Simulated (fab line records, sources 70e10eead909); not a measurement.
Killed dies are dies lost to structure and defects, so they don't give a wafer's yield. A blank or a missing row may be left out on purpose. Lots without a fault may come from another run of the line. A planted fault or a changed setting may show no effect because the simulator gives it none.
Which tool did it? | flow nand_harc | 12 lots, 36 wafers sampled, at 5 steps of a route of 1302

WHAT THE GAUGES READ, wafer by wafer
NHARC_END_SORT_01.
lot  | measured     | on        | killed_at_array | killed_at_other | killed_at_periphery | killed_dies | killed_open | killed_short
L694 | day 26 06:56 | prober-01 | 674 672 675     | 1 2 1           | 2 3 1               | 677 677 677 | 5 3 4       | 2 3 2
L693 | day 26 06:08 | prober-02 | 673 676 674     | 0 0 0           | 4 1 3               | 677 677 677 | 5 2 3       | 3 1 4
L700 | day 29 10:55 | prober-02 | 671 670 671     | 0 0 0           | 6 7 6               | 677 677 677 | 4 3 4       | 5 2 2
L702 | day 30 13:44 | prober-02 | 61              | 1               | 14                  | 76          | 5           | 3

WHICH TOOL RAN EACH LOT (tool, then ch and the chambers of the sampled wafers, then the start)
lot  | NHARC_A_CHANNEL_HOLE_D1_ETCH_26  | NHARC_A_CHANNEL_FILL_D1_CVD_18                                        | NHARC_A_CHANNEL_FILL_D1_ETCHBACK_20 | NHARC_A_CHANNEL_FILL_D1_ETCHBACK_08
L688 | har_etch-01 ch 0,1, day 8 21:49  | lpcvd_poly-01 ch 0, day 9 22:50                                       | rie_diel-07 ch 0,1, day 10 01:00    | rie_diel-07 ch 0,2,3, no start
L690 | har_etch-02 ch 0,1, day 9 17:12  | lpcvd_poly-03 ch 0, day 10 18:56                                      | rie_diel-08 ch 0,3, day 10 21:08    | rie_diel-01 ch 0,1,2, no start
L694 | har_etch-02 ch 0,1, day 10 20:40 | lpcvd_poly-03 ch 0, day 11 20:58                                      | rie_diel-01 ch 0,1, day 12 01:43    | rie_diel-08 ch 0,2,3, day 26 06:56 or earlier
L693 | har_etch-01 ch 0,1, day 10 21:48 | lpcvd_poly-03 ch 0, day 11 20:58                                      | rie_diel-07 ch 1,2, day 12 01:43    | rie_diel-01 ch 0,1, day 26 06:08 or earlier
L695 | har_etch-02 ch 0,1, day 11 16:10 | lpcvd_poly-01 ch 0, day 12 16:29                                      | rie_diel-07 ch 1,2,3, day 12 18:41  | rie_diel-08 ch 0,1, no start
L697 | har_etch-02 ch 0,1, day 12 13:30 | lpcvd_poly-01 ch 0, day 13 13:34                                      | rie_diel-07 ch 0,3, day 13 15:48    | rie_diel-07 ch 0,1,3, no start
L700 | har_etch-02 ch 0,1, day 13 13:52 | lpcvd_poly-03 ch 0, day 14 13:50 and lpcvd_poly-01 ch 0, day 14 16:05 | rie_diel-01 ch 0,1,3, day 14 18:38  | rie_diel-01 ch 0,2,3, day 29 10:55 or earlier
L702 | har_etch-01 ch 0,1, day 15 02:50 | lpcvd_poly-03 ch 0, day 16 05:19                                      | rie_diel-07 ch 0,1,2, day 16 07:31  | rie_diel-08 ch 1,2,3, day 30 13:44 or earlier
L705 | har_etch-01 ch 0, day 16 00:45   | lpcvd_poly-03 ch 0, day 17 02:12                                      | rie_diel-07 ch 0,1,2, day 17 04:29  | rie_diel-08 ch 2,3, no start
L709 | har_etch-01 ch 0,1, day 17 20:57 | lpcvd_poly-01 ch 0, day 18 21:26                                      | rie_diel-07 ch 2,3, day 18 23:39    | rie_diel-01 ch 0,1, no start
L710 | har_etch-02 ch 0,1, day 18 03:59 | lpcvd_poly-02 ch 0, day 19 04:23                                      | rie_diel-07 ch 1,3, day 19 06:35    | rie_diel-08 ch 2,3, no start
L711 | har_etch-02 ch 0,1, day 18 12:19 | lpcvd_poly-02 ch 0, day 19 12:42                                      | rie_diel-07 ch 0,3, day 19 14:53    | rie_diel-01 ch 1,3, no start
- NHARC_A_CHANNEL_HOLE_D1_ETCH_26: etches the open film in C4F8/O2/Ar, time 224.1 s, target depth 300 nm.
- NHARC_A_CHANNEL_FILL_D1_CVD_18: deposits poly-Si, target thk 3 nm.
- NHARC_A_CHANNEL_FILL_D1_ETCHBACK_20: etches the open film in C4F8/O2/Ar, target depth 27 nm, time 13.5 s.
- NHARC_A_CHANNEL_FILL_D1_ETCHBACK_08: etches the open film in C4F8, target depth 220 nm, time 110 s.

WHAT THE TOOLS THEMSELVES READ (means of the sampled wafers that have a number; where no wafer has one, the mark that the record gives instead)
NHARC_A_CHANNEL_HOLE_D1_ETCH_26.
lot  | tool        | drypump_motor_current_A (A) | oes_air_line_au (a.u.) | showerhead_plenum_p_Torr (Torr) | throttle_valve_pct (%)
L688 | har_etch-01 | 5.93                        | 0.983                  | 3.78                            | 24.578
L690 | har_etch-02 | 6.03                        | 0.999                  | 3.81                            | 24.583
L694 | har_etch-02 | 6.07                        | 1.022                  | 3.80                            | 24.583
L693 | har_etch-01 | 5.93                        | 1.001                  | 3.76                            | 24.579
L695 | har_etch-02 | 6.12                        | 0.991                  | 3.79                            | 24.584
L697 | har_etch-02 | 6.05                        | 0.981                  | 3.78                            | 24.578
L700 | har_etch-02 | 6.11                        | 0.994                  | 3.78                            | 24.588
L702 | har_etch-01 | 5.92                        | 1.016                  | 3.73                            | 24.584
L705 | har_etch-01 | 6.07                        | 1.002                  | 3.72                            | 24.594
L709 | har_etch-01 | 6.00                        | 1.009                  | 3.70                            | 24.586
L710 | har_etch-02 | 6.12                        | 1.013                  | 3.75                            | 24.581
L711 | har_etch-02 | 6.09                        | 0.990                  | 3.74                            | 24.589

NHARC_A_CHANNEL_FILL_D1_CVD_18.
lot  | tool                        | spike_tc_bottom_C (C) | spike_tc_upper_C (C) | zone_power_bottom_pct (%) | zone_power_upper_pct (%)
L688 | lpcvd_poly-01               | 572.4                 | 550.1                | 11.13                     | 8.3
L690 | lpcvd_poly-03               | 568.9                 | 550.1                | 10.55                     | 7.2
L694 | lpcvd_poly-03               | 569.2                 | 550.7                | 10.61                     | 7.2
L693 | lpcvd_poly-03               | 569.4                 | 550.1                | 10.63                     | 7.2
L695 | lpcvd_poly-01               | 572.3                 | 549.9                | 11.03                     | 8.2
L697 | lpcvd_poly-01               | 571.3                 | 549.3                | 11.28                     | 8.3
L700 | lpcvd_poly-03/lpcvd_poly-01 | 571.0                 | 550.3                | 10.82                     | 7.7
L702 | lpcvd_poly-03               | 569.6                 | 549.5                | 10.57                     | 7.2
L705 | lpcvd_poly-03               | 569.4                 | 549.8                | 10.54                     | 7.1
L709 | lpcvd_poly-01               | 572.4                 | 549.6                | 11.18                     | 8.3
L710 | lpcvd_poly-02               | 573.2                 | 550.7                | 10.87                     | 7.0
L711 | lpcvd_poly-02               | 574.3                 | 550.0                | 10.89                     | 6.9

NHARC_A_CHANNEL_FILL_D1_ETCHBACK_20.
lot  | tool        | bias_w (W) | oes_product_au (a.u.) | rf_vpp_V (V)
L688 | rie_diel-07 | 1500       | 1.02                  | 982
L690 | rie_diel-08 | 1499       | 0.99                  | 978
L694 | rie_diel-01 | 1499       | 0.94                  | 984
L693 | rie_diel-07 | 1497       | 0.93                  | 975
L695 | rie_diel-07 | 1500       | 0.94                  | 973
L697 | rie_diel-07 | 1495       | 1.01                  | 982
L700 | rie_diel-01 | 1501       | 0.92                  | 984
L702 | rie_diel-07 | 1499       | 1.00                  | 979
L705 | rie_diel-07 | 1499       | 1.00                  | 978
L709 | rie_diel-07 | 1503       | 0.92                  | 975
L710 | rie_diel-07 | 1505       | 1.00                  | 971
L711 | rie_diel-07 | 1501       | 0.98                  | 975

NHARC_A_CHANNEL_FILL_D1_ETCHBACK_08.
lot  | tool        | oes_product_au (a.u.) | rf_vpp_V (V)
L688 | rie_diel-07 | 0.93                  | 441.3
L690 | rie_diel-01 | 1.01                  | 441.5
L694 | rie_diel-08 | 0.97                  | 441.8
L693 | rie_diel-01 | 1.01                  | 443.6
L695 | rie_diel-08 | 0.94                  | 439.8
L697 | rie_diel-07 | 0.93                  | 440.3
L700 | rie_diel-01 | 0.92                  | 442.0
L702 | rie_diel-08 | 1.00                  | 441.9
L705 | rie_diel-08 | 0.97                  | 442.5
L709 | rie_diel-01 | 0.98                  | 444.4
L710 | rie_diel-08 | 0.98                  | 443.0
L711 | rie_diel-01 | 0.92                  | 443.6

THE ANSWER, worked out from the rows above alone
Rule: what is usual is taken from the lots themselves. Put in order of their means at a reading, lots are off if they are a third of the lots or fewer, leave a main group of 4 or more, and stand apart from it by a gap of 3 or more times the standard deviation of the main group's means; of several such gaps the widest counts. A main group whose means are all the same, to the digits that the tables above print for the reading, isn't used. A lot without any number at a reading at which 4 lots or more have one is off too. The other lots that the step has rows for count as sound. The gauges are gone through in route order, then the tools' own readings, and for those a lot's mean is taken as printed above. The first step at which some lot is off is used, and at that step the reading that is off furthest; a lot without a number counts as furthest.
No lot is off at any reading shown: from this, nothing can be told.

WHAT THE SIMULATOR HAD PUT IN
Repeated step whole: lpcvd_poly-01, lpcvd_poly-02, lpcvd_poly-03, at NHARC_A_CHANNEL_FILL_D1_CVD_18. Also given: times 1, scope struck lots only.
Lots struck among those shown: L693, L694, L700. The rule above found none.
